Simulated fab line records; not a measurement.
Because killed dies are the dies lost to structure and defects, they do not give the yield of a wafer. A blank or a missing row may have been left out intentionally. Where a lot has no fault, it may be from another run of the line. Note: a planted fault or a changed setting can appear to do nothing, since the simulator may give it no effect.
Which tool did it?	flow nand-harc	72 wafers sampled from 24 lots at 1 step of a route of 1302

## WHAT EACH GAUGE READ, for each wafer
NHARC_A_M1_OVL_MEAS_10: pitch 240 nm.
lot	measured	on	overlay-x-nm (nm)	overlay-y-nm (nm)
L075	day 23 12:53	overlay-02	0.4 0.2 -0.1	-0.6 -0.5 -0.9
L074	day 23 13:58	overlay-01	0.0 0.1 -1.0	0.3 0.8 0.7
L076	day 23 18:49	overlay-01	0.8 1.5 1.3	0.2 1.0 0.3
L077	day 25 06:13	overlay-01	-1.5 -1.3 -1.6	-1.8 -1.5 -1.2
L080	day 25 09:16	overlay-01	-0.8 -0.8 -0.9	-0.4 -0.6 -0.1
L078	day 25 11:30	overlay-02	0.6 0.7 0.8	1.2 1.3 1.7
L079	day 25 15:26	overlay-02	-0.5 -0.6 -0.7	0.2 -0.4 -0.1
L081	day 25 18:02	overlay-02	-0.9 -1.3 -0.8	-0.1 0.1 0.2
L082	day 26 10:43	overlay-01	-1.4 -0.9 -1.0	-0.6 0.4 0.3
L083	day 26 11:14	overlay-01	-0.6 -1.1 -0.4	0.9 0.3 0.7
L085	day 27 02:19	overlay-02	-1.1 -1.0 -0.5	-2.0 -1.4 -1.5
L084	day 27 08:55	overlay-02	0.0 -0.2 -0.1	0.7 1.2 1.1
L086	day 27 21:49	overlay-01	0.2 -0.1 -0.1	-1.0 -0.5 -0.3
L088	day 28 15:16	overlay-01	-0.3 -0.5 0.0	-0.3 0.2 -0.4
L087	day 28 16:25	overlay-02	0.9 0.2 0.8	-0.9 -1.5 -0.9
L089	day 28 21:37	overlay-02	0.9 0.2 0.3	-1.3 -1.3 -1.4
L090	day 29 03:57	overlay-02	1.2 1.4 1.0	-1.1 -0.9 -0.6
L091	day 30 19:07	overlay-02	1.9 2.4 2.4	0.2 -0.6 -0.5
L093	day 31 04:54	overlay-01	0.6 1.0 0.5	-0.4 -0.8 -0.3
L092	day 31 06:10	overlay-02	1.2 1.7 1.6	-0.1 0.5 0.3
L095	day 31 14:55	overlay-02	-0.7 -0.2 0.0	-0.3 -0.2 -0.2
L094	day 31 19:27	overlay-01	-0.5 -1.0 -0.4	-0.2 -0.6 -0.4
L096	day 31 22:24	overlay-01	-0.3 -0.3 -0.4	0.6 0.4 0.8
L097	day 32 17:58	overlay-02	-0.7 -0.8 -0.5	-0.2 0.3 0.1

## EACH LOT AND THE TOOL THAT RAN IT (in order: tool; ch and the chambers of the sampled wafers; start)
The record shows no process step preceding these readings.

## AS READ BY THE TOOLS THEMSELVES (means over the sampled wafers that have a number; for cases with no such wafer, the mark the record gives instead)
The record holds no such reading with a usual standard deviation.

## THE ANSWER, worked out from the rows above alone
Rule: the lots themselves supply what counts as usual. Put in order of their means at a reading, lots are off if they are a third of the lots or fewer, leave a main group of 4 or more, and stand apart from it by a gap of 3 or more times the standard deviation of the main group's means; of several such gaps the widest counts. The tables above print the reading to a certain number of digits; a main group whose means all agree to those digits is not used. A lot without any number at a reading at which 4 lots or more have one is off too. Where the step has rows for the other lots, those lots are counted as sound. The gauges are gone through in route order, then the tools' own readings, and for those a lot's mean is taken as printed above. The first step at which some lot is off is used, and at that step the reading that is off furthest; a lot without a number counts as furthest.
No lot is off on any of the readings shown, so nothing can be concluded from this.

## WHAT THE SIMULATOR PUT IN
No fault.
